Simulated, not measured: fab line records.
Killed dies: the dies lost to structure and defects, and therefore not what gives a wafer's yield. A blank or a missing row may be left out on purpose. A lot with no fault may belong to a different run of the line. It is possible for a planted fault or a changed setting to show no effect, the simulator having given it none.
Matching of chambers :: flow n5-finfet :: N5_FIN_CUT_ETCH_20 on rie-diel-06: 4 sister chambers
The step etches SiARC in CF4, target depth 26 nm, time 43.3 s. 8 wafers are shown with their chamber, then 8 later ones without.

== WAFERS, EACH WITH ITS CHAMBER ==
wafer: L085.1
chamber: 2
throttle-valve-pct (%): 15.85
showerhead-plenum-p-Torr (Torr): 2.14

wafer: L086.1
chamber: 0
throttle-valve-pct (%): 15.27
showerhead-plenum-p-Torr (Torr): 2.10

wafer: L086.2
chamber: 1
throttle-valve-pct (%): 15.55
showerhead-plenum-p-Torr (Torr): 2.07

wafer: L086.3
chamber: 2
throttle-valve-pct (%): 15.87
showerhead-plenum-p-Torr (Torr): 2.14

wafer: L089.3
chamber: 1
throttle-valve-pct (%): 15.58
showerhead-plenum-p-Torr (Torr): 2.06

wafer: L089.5
chamber: 3
throttle-valve-pct (%): 15.71
showerhead-plenum-p-Torr (Torr): 2.05

wafer: L089.6
chamber: 0
throttle-valve-pct (%): 15.27
showerhead-plenum-p-Torr (Torr): 2.09

wafer: L093.1
chamber: 3
throttle-valve-pct (%): 15.70
showerhead-plenum-p-Torr (Torr): 2.05

== WAFERS MISSING THEIR CHAMBER ==
wafer: L093.2
throttle-valve-pct (%): 15.86
showerhead-plenum-p-Torr (Torr): 2.14

wafer: L093.4
throttle-valve-pct (%): 15.57
showerhead-plenum-p-Torr (Torr): 2.06

wafer: L094.1
throttle-valve-pct (%): 15.60
showerhead-plenum-p-Torr (Torr): 2.06

wafer: L094.2
throttle-valve-pct (%): 15.89
showerhead-plenum-p-Torr (Torr): 2.14

wafer: L094.4
throttle-valve-pct (%): 15.71
showerhead-plenum-p-Torr (Torr): 2.05

wafer: L095.2
throttle-valve-pct (%): 15.29
showerhead-plenum-p-Torr (Torr): 2.09

wafer: L095.3
throttle-valve-pct (%): 15.88
showerhead-plenum-p-Torr (Torr): 2.14

wafer: L095.4
throttle-valve-pct (%): 15.72
showerhead-plenum-p-Torr (Torr): 2.05

== WHICH CHAMBER EACH WENT THROUGH ==
wafer: L093.2
from the rows above: 2
in truth: 2

wafer: L093.4
from the rows above: 1
in truth: 1

wafer: L094.1
from the rows above: 1
in truth: 1

wafer: L094.2
from the rows above: 2
in truth: 2

wafer: L094.4
from the rows above: 3
in truth: 3

wafer: L095.2
from the rows above: 0
in truth: 0

wafer: L095.3
from the rows above: 2
in truth: 2

wafer: L095.4
from the rows above: 3
in truth: 3
Placed correctly: 8 of 8. Not placeable from these rows: 0. Placed wrongly: 0.
How it was worked out, from the rows above alone: a wafer's distance from a chamber is the root of the sum, over the readings, of the square of ((its reading less the chamber's mean) divided by the reading's scatter). The wafer belongs to the nearest chamber; if the next one is less than 2 further off, it can't be placed. The mean given for a chamber averages the wafers shown for that chamber. The scatter is the square root of a quotient: the sum, over the shown wafers, of each reading's squared deviation from its chamber's mean, divided by wafers minus chambers.
